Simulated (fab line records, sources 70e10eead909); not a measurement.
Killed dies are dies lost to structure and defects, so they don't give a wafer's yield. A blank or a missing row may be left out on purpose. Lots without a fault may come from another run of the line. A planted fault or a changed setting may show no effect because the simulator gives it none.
fab line records | flow nand_harc
record lots=15 wafers=45 last_day=33
route steps=1302 shown A_CONTACT@1003
lots that met no fault: from a run of the same line without faults
start_h: hours from the record's first day to the start of the lot's first wafer shown | wait_h: hours since the lot's step before | " the same as in the row above | L1.1+2: a row that stands for several wafers | - no value, or no start given | * or withheld: withheld | < > ~ a bound
route shown NAME@n: a module of which the file shows steps, and the number in the route of the first | usual: mean/standard deviation of fault-free wafers | same: alike in all rows | chamber/n: place in a boat | sites: the reading at each site | _std_site: their standard deviation | _edge_site: outer sites' mean less inner sites' | radius_mm: how far each site lies from the wafer's centre | mask NAME#n: copy n | behind: the tool/chamber that last shaped the wafer | hold: why the lot was held/for how many hours/how that ended | device: the transistor (n, p or np) that didn't switch | end of line: the same wafers' tests at the end of the route | a step without rows: its recipe alone | killed: dies lost to structure and defects at the first sort, not the wafer's yield | map: a wafer's dies, x killed, . not, _ none there
set.NAME: the setting as run; set.NAME@STEP: as run at that earlier step | model.NAME: the simulator's own value behind a step, which no gauge read
steps of the route over a sample of lots; a table a step, a row a wafer
services: from which hour (start_h, from the record's first day; less than 0 if before it) a tool's chamber was out of use, for how many hours, and why
## steps
# step NHARC_A_CONTACT_ETCH_50
# recipe target_depth_a=1210 time_s=60.5 cf4_flow_sccm=100 chf3_flow_sccm=30 ar_flow_sccm=0 rf_w=500 bias_w=200 chemistry=CF4/CHF3
# usual bias_w=200.0/0.61 cf4_flow_sccm=99.97/0.28 chamber_pressure_mTorr=25.001/0.021 drypump_motor_current_A=5.5/0.5 oes_product_au=0.944/0.024 rf_vpp_V=371.2/1.7 showerhead_plenum_p_Torr=1.59/0.043 throttle_valve_pct=16.802/0.0092
# columns lot.wafer tool chamber start_h wait_h bias_w cf4_flow_sccm chamber_pressure_mTorr drypump_motor_current_A oes_product_au rf_hours_counter_h rf_vpp_V showerhead_plenum_p_Torr throttle_valve_pct
L816.2 rie_diel-13 1 - - 199.8 99.60 25.002 6.1 0.919 27 372.5 1.61 16.806
L816.3 " 3 " " 200.4 99.91 25.026 5.2 0.948 23 373.3 1.61 16.804
L816.6 " 1 " " 200.5 100.19 24.967 6.0 0.930 - 371.4 1.61 16.805
L815.4 rie_diel-05 2 506.76 0.4 200.5 99.70 25.017 5.9 0.929 - 371.9 1.58 16.787
L815.5 " 2 " " 200.0 99.72 25.009 5.9 0.920 - 370.9 1.58 16.816
L815.6 " 1 " " 199.7 100.11 25.029 4.7 0.914 - 370.8 1.55 16.791
L817.1 rie_diel-02 0 - - 199.0 99.86 24.991 4.9 0.918 30 370.9 1.63 16.808
L817.4 " 2 " " 199.1 100.17 24.990 5.7 0.932 38 371.8 1.58 16.807
L817.5 " 1 " " 200.5 99.48 25.019 6.1 0.911 - 373.3 1.66 16.806
L818.2 rie_diel-02 3 - - 199.2 99.43 24.997 5.1 0.931 31 367.9 1.51 16.787
L818.4 " 2 " " 200.6 99.82 25.013 5.7 0.933 39 371.4 1.58 16.803
L818.5 " 3 " " 200.6 99.49 25.009 5.1 0.932 - 367.9 1.51 16.787
L819.4 rie_diel-05 0 - - 200.1 99.91 25.039 4.6 0.917 23 373.6 1.67 16.812
L819.1 " 2 " " 199.8 99.46 24.977 6.0 0.913 33 369.5 1.58 16.810
L819.5 " 3 " " 198.7 99.75 25.015 5.8 0.916 - 372.1 1.59 16.797
L825.2 rie_diel-13 1 - - 200.5 99.69 25.018 6.1 0.952 13 371.5 1.60 16.806
L825.3 " 3 " " 199.8 99.69 24.991 5.2 0.956 12 371.9 1.61 16.792
L825.6 " 1 " " 199.5 100.00 25.042 6.1 0.958 - 373.3 1.60 16.799
L827.1 rie_diel-13 3 - - 199.8 100.21 24.946 5.1 0.966 13 372.0 1.61 16.807
L827.3 " 2 " " 199.3 100.27 25.010 6.0 0.979 15 371.5 1.63 16.797
L827.4 " 1 " " 200.2 99.36 24.999 6.1 0.962 - 371.3 1.60 16.795
L828.4 rie_diel-13 1 - - 199.2 99.57 25.018 6.1 0.947 - 371.8 1.60 16.796
L828.5 " 2 " " 200.1 99.62 24.997 6.0 0.977 - 372.3 1.63 16.790
L828.6 " 3 " " 200.4 99.68 25.013 5.2 0.960 - 370.3 1.61 16.794
L831.2 rie_diel-13 1 - - 200.7 99.97 24.992 6.0 0.947 22 372.1 1.60 16.800
L831.1 " 2 " " 199.6 99.59 25.010 6.0 0.977 23 372.1 1.63 16.818
L831.6 " 3 " " 200.9 100.23 24.995 5.1 0.959 - 371.3 1.61 16.823
L832.2 rie_diel-05 1 - - 199.8 99.93 24.984 4.7 0.920 18 370.7 1.54 16.825
L832.1 " 0 " " 200.3 100.06 24.987 4.7 0.920 18 371.6 1.66 16.790
L832.6 " 2 " " 200.7 99.65 24.985 5.9 0.913 - 369.9 1.57 16.804
L830.4 rie_diel-02 1 - - 200.5 100.01 24.990 6.1 0.902 28 374.4 1.65 16.804
L830.2 " 2 " " 200.0 100.20 24.996 5.7 0.912 29 371.1 1.57 16.798
L830.6 " 1 " " 199.9 100.26 24.973 6.1 0.915 - 371.8 1.65 16.813
L833.4 rie_diel-02 2 - - 200.5 100.06 25.002 5.7 0.933 32 371.2 1.56 16.803
L833.3 " 1 " " 200.2 100.41 25.023 6.1 0.931 31 373.9 1.65 16.804
L833.5 " 2 " " 199.5 100.11 25.009 5.7 0.936 - 370.1 1.56 16.807
L834.3 rie_diel-05 0 - - 200.2 100.14 25.004 4.6 0.924 27 374.0 1.65 16.803
L834.5 " 3 " " 199.3 99.78 24.977 5.8 0.931 - 370.0 1.58 16.797
L834.4 " 0 " " 200.3 99.78 24.973 4.7 0.932 - 373.4 1.65 16.792
L836.2 rie_diel-02 1 - - 200.4 100.29 24.978 6.1 0.926 36 373.6 1.64 16.793
L836.5 " 2 " " 200.0 100.34 24.990 5.7 0.923 - 369.5 1.56 16.819
L836.6 " 3 " " 200.1 100.82 25.028 5.1 0.932 - 368.8 1.50 16.796
L838.3 rie_diel-13 1 - - 200.8 100.01 24.974 6.1 0.969 1 369.6 1.60 16.790
L838.4 " 3 " " 200.7 99.98 25.012 5.1 0.943 2 371.0 1.60 16.788
L838.6 " 1 " " 200.5 100.40 25.013 6.1 0.966 - 371.3 1.60 16.798
# step NHARC_A_CONTACT_ETCH_113
# recipe source_w=withheld pressure_mtorr=20 bias_v=3000 time_s=190 target_depth_a=18500 ar_flow_sccm=withheld c4f8_flow_sccm=withheld o2_flow_sccm=withheld chemistry=C4F8/O2/Ar
# usual chamber_pressure_mTorr=19.998/0.017 oes_air_line_au=0.999/0.019
# columns lot.wafer tool chamber start_h wait_h chamber_pressure_mTorr oes_air_line_au rf_hours_counter_h
L816.2 har_cap_etch-02 0 503.73 0.1 19.978 0.981 84
L816.3 " 1 " " 20.014 0.975 -
L816.6 " 0 " " 19.985 0.991 -
L817.1 har_cap_etch-03 1 509.22 0.1 19.997 1.014 43
L817.4 " 0 " " 20.006 0.994 -
L817.5 " 1 " " 19.993 1.048 -
L815.4 har_cap_etch-02 0 509.27 0.1 20.007 0.985 -
L815.5 " 0 " " 20.035 0.979 -
L815.6 " 1 " " 20.012 1.021 -
L818.2 har_cap_etch-03 1 512.99 0.1 19.973 1.023 45
L818.4 " 0 " " 19.984 0.976 -
L818.5 " 1 " " 20.007 1.055 -
L819.1 har_cap_etch-02 0 527.49 0.1 20.007 0.972 92
L819.4 " 0 " " 20.019 0.979 -
L819.5 " 1 " " 20.007 1.001 -
L825.2 har_cap_etch-01 0 613.21 0.1 - - -
L825.3 " 1 " " - - -
L825.6 " 1 " " - - -
L827.1 har_cap_etch-02 1 617.29 0.1 - - -
L827.3 " 1 " " - - -
L827.4 " 0 " " - - -
L828.4 har_cap_etch-03 0 627.05 0.2 - - -
L828.5 " 1 " " - - -
L828.6 " 0 " " - - -
L831.1 har_cap_etch-01 1 655.20 0.1 20.003 1.015 23
L831.2 " 0 " " 19.975 1.008 23
L831.6 " 1 " " 19.978 0.999 -
L832.2 har_cap_etch-02 1 660.90 0.1 20.006 0.978 112
L832.1 " 0 " " 20.029 1.008 112
L832.6 " 0 " " 20.021 1.015 -
L830.2 har_cap_etch-01 1 663.93 0.1 19.989 1.007 25
L830.4 " 0 " " 19.989 1.017 -
L830.6 " 0 " " 19.989 1.002 -
L833.3 har_cap_etch-03 1 682.83 0.1 20.005 1.042 -
L833.4 " 0 " " 20.016 0.998 -
L833.5 " 0 " " 20.012 0.979 -
L834.4 har_cap_etch-02 1 686.60 0.1 20.016 1.010 -
L834.3 " 0 " " 19.983 1.009 -
L834.5 " 0 " " 19.993 0.999 -
L836.2 har_cap_etch-02 0 696.05 0.1 20.001 0.977 121
L836.5 " 1 " " 19.979 0.987 -
L836.6 " 0 " " 19.974 0.986 -
L838.4 har_cap_etch-02 1 727.32 0.1 20.016 0.999 -
L838.3 " 0 " " 19.977 0.983 -
L838.6 " 0 " " 19.988 1.003 -
# step NHARC_A_CONTACT_ETCH_117
# recipe source_w=withheld pressure_mtorr=20 bias_v=3000 time_s=190 target_depth_a=18500 ar_flow_sccm=withheld c4f8_flow_sccm=withheld o2_flow_sccm=withheld chemistry=C4F8/O2/Ar
# usual chamber_pressure_mTorr=20.003/0.018 oes_air_line_au=1.000/0.02
# columns lot.wafer tool chamber start_h wait_h chamber_pressure_mTorr oes_air_line_au rf_hours_counter_h
L816.2 har_cap_etch-02 0 504.42 0.1 19.995 1.040 85
L816.3 " 1 " " 20.011 0.969 -
L816.6 " 0 " " 19.998 0.995 -
L817.1 har_cap_etch-03 1 509.90 0.1 20.006 0.991 43
L817.4 " 0 " " 19.960 1.005 -
L817.5 " 1 " " 20.013 1.012 -
L815.4 har_cap_etch-02 0 509.95 0.1 19.994 0.975 -
L815.5 " 0 " " 20.034 0.977 -
L815.6 " 1 " " 19.993 1.019 -
L818.2 har_cap_etch-03 1 513.68 0.1 19.993 1.021 45
L818.4 " 0 " " 19.992 1.021 -
L818.5 " 1 " " 20.027 1.009 -
L819.1 har_cap_etch-02 0 528.16 0.1 20.005 1.006 93
L819.4 " 0 " " 19.994 1.005 -
L819.5 " 1 " " 20.001 0.997 -
L825.2 har_cap_etch-01 0 613.89 0.1 20.004 1.021 17
L825.3 " 1 " " 19.986 0.973 -
L825.6 " 1 " " 20.030 0.971 -
L827.1 har_cap_etch-02 1 625.03 0.1 19.980 0.986 105
L827.3 " 1 " " 20.001 0.969 -
L827.4 " 0 " " 20.013 0.980 -
L828.4 har_cap_etch-03 0 627.96 0.2 19.995 0.995 -
L828.5 " 1 " " 20.007 0.995 -
L828.6 " 0 " " 20.012 1.005 -
L831.1 har_cap_etch-01 1 655.88 0.1 19.994 1.033 24
L831.2 " 0 " " 20.049 1.003 24
L831.6 " 1 " " 20.020 1.024 -
L832.2 har_cap_etch-02 1 661.58 0.1 19.998 0.979 112
L832.1 " 0 " " 20.010 1.039 112
L832.6 " 0 " " 19.992 1.014 -
L830.2 har_cap_etch-01 1 664.61 0.1 19.996 1.016 26
L830.4 " 0 " " 20.009 0.986 -
L830.6 " 0 " " 19.997 0.983 -
L833.3 har_cap_etch-03 1 683.52 0.1 20.019 1.007 -
L833.4 " 0 " " 20.010 1.015 -
L833.5 " 0 " " 20.028 1.035 -
L834.4 har_cap_etch-02 1 687.29 0.1 20.030 1.047 -
L834.3 " 0 " " 20.011 0.991 -
L834.5 " 0 " " 19.971 1.023 -
L836.2 har_cap_etch-02 0 696.73 0.1 20.014 0.954 122
L836.5 " 1 " " 19.981 0.992 -
L836.6 " 0 " " 19.993 0.976 -
L838.4 har_cap_etch-02 1 728.00 0.1 20.004 0.988 -
L838.3 " 0 " " 20.016 0.964 -
L838.6 " 0 " " 20.030 0.961 -
# step NHARC_A_CONTACT_ETCH_119
# recipe source_w=withheld pressure_mtorr=20 bias_v=3000 time_s=190 target_depth_a=18500 ar_flow_sccm=withheld c4f8_flow_sccm=withheld o2_flow_sccm=withheld chemistry=C4F8/O2/Ar
# usual chamber_pressure_mTorr=19.999/0.02 oes_air_line_au=1.004/0.023
# columns lot.wafer tool chamber start_h wait_h chamber_pressure_mTorr oes_air_line_au rf_hours_counter_h
L816.2 har_cap_etch-02 0 504.77 0.1 19.982 1.033 85
L816.3 " 1 " " 20.007 1.040 -
L816.6 " 0 " " 20.006 1.035 -
L817.1 har_cap_etch-03 1 510.25 0.1 20.017 0.949 44
L817.4 " 0 " " 19.983 1.038 -
L817.5 " 1 " " 19.979 0.952 -
L815.4 har_cap_etch-02 0 510.30 0.1 19.986 1.055 -
L815.5 " 0 " " 20.003 1.014 -
L815.6 " 1 " " 19.989 1.028 -
L818.2 har_cap_etch-03 1 514.02 0.1 19.996 0.973 46
L818.4 " 0 " " 19.981 1.006 -
L818.5 " 1 " " 19.996 1.045 -
L819.1 har_cap_etch-02 0 528.50 0.1 19.999 1.020 93
L819.4 " 0 " " 20.006 1.008 -
L819.5 " 1 " " 20.005 1.004 -
L825.2 har_cap_etch-01 0 614.24 0.1 19.986 0.952 17
L825.3 " 1 " " 20.006 0.986 -
L825.6 " 1 " " 19.992 1.020 -
L827.1 har_cap_etch-02 1 625.37 0.1 19.997 0.993 105
L827.3 " 1 " " 20.011 0.975 -
L827.4 " 0 " " 20.004 0.981 -
L828.4 har_cap_etch-03 0 628.41 0.2 20.014 1.013 -
L828.5 " 1 " " 19.999 1.021 -
L828.6 " 0 " " 19.998 1.018 -
L831.1 har_cap_etch-01 1 656.23 0.1 19.995 1.020 24
L831.2 " 0 " " 20.008 0.989 24
L831.6 " 1 " " 19.997 0.985 -
L832.2 har_cap_etch-02 1 661.92 0.1 19.979 0.984 112
L832.1 " 0 " " 20.016 0.984 112
L832.6 " 0 " " 19.996 0.957 -
L830.2 har_cap_etch-01 1 664.95 0.1 20.035 0.967 26
L830.4 " 0 " " 19.994 1.022 -
L830.6 " 0 " " 19.993 0.990 -
L833.3 har_cap_etch-03 1 683.85 0.1 19.966 1.003 -
L833.4 " 0 " " 20.011 1.048 -
L833.5 " 0 " " 19.989 1.040 -
L834.4 har_cap_etch-02 1 687.63 0.1 20.028 0.999 -
L834.3 " 0 " " 19.996 0.963 -
L834.5 " 0 " " 20.021 0.959 -
L836.2 har_cap_etch-02 0 697.08 0.1 19.986 1.026 122
L836.5 " 1 " " 19.989 1.044 -
L836.6 " 0 " " 19.980 1.019 -
L838.4 har_cap_etch-02 1 728.34 0.1 20.010 0.985 -
L838.3 " 0 " " 19.989 1.013 -
L838.6 " 0 " " 19.986 1.055 -
## services
# columns tool chamber start_h hours kind
rie_diel-02 3 494.57 6.8 repair
har_cap_etch-01 - 497.26 17.0 pm
har_cap_etch-01 0 497.26 17.0 vent_cycle
har_cap_etch-01 1 497.26 17.0 vent_cycle
rie_diel-05 3 497.36 12.1 repair
rie_diel-13 0 498.25 - clean
rie_diel-05 0 502.32 10.3 repair
har_cap_etch-01 0 514.26 - clean
har_cap_etch-01 1 514.26 - clean
rie_diel-13 - 519.17 9.0 pm
har_cap_etch-01 - 549.85 1.2 repair
rie_diel-02 - 553.86 0.2 repair
rie_diel-02 - 572.37 9.0 pm
rie_diel-13 0 580.67 9.0 repair
rie_diel-05 - 586.36 9.0 pm
rie_diel-13 2 598.16 1.7 repair
rie_diel-13 0 607.98 22.1 repair
rie_diel-02 2 615.15 3.0 repair
rie_diel-13 3 631.30 3.7 repair
rie_diel-05 0 646.93 4.1 repair
rie_diel-13 0 651.41 12.4 repair
rie_diel-05 2 676.54 28.7 repair
rie_diel-13 - 696.53 9.0 pm
rie_diel-02 0 725.99 1.9 repair
## key
first_sign step=NHARC_A_CONTACT_ETCH_113 reading=tool_record direction=missing
effect none on later readings
met_at NHARC_A_CONTACT_ETCH_113
struck_lots L825,L827,L828
later_rows_left_out L825.2,L825.3,L825.6,L827.1,L827.3,L827.4,L828.4,L828.5,L828.6
sort_left_out L825.2,L825.3,L825.6,L827.1,L827.3,L827.4,L828.4,L828.5,L828.6
tester_left_out L825,L827,L828
not_acting_at NHARC_A_CONTACT_ETCH_50,NHARC_A_CONTACT_ETCH_117,NHARC_A_CONTACT_ETCH_119
onset_between 527.49 613.21
fault kind=skipped_step_whole tool=har_cap_etch-01,har_cap_etch-02,har_cap_etch-03 chamber=- onset_h=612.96 steps=NHARC_A_CONTACT_ETCH_113 scope=struck_lots_only
# tester_left_out: of these lots the tester's yield and bins aren't shown, on N5 and GAA mostly nor the transistor test; their killed dies are dies lost to structure and defects alone, not to doping, threshold or leakage, so they don't give the yield
# sort_left_out: the simulated sort isn't trusted on such a fault, so these wafers' sort isn't shown, and their yield isn't known
# later_rows_left_out: the simulator's readings of these wafers behind a module that went badly wrong aren't trusted and aren't shown, but for the sort
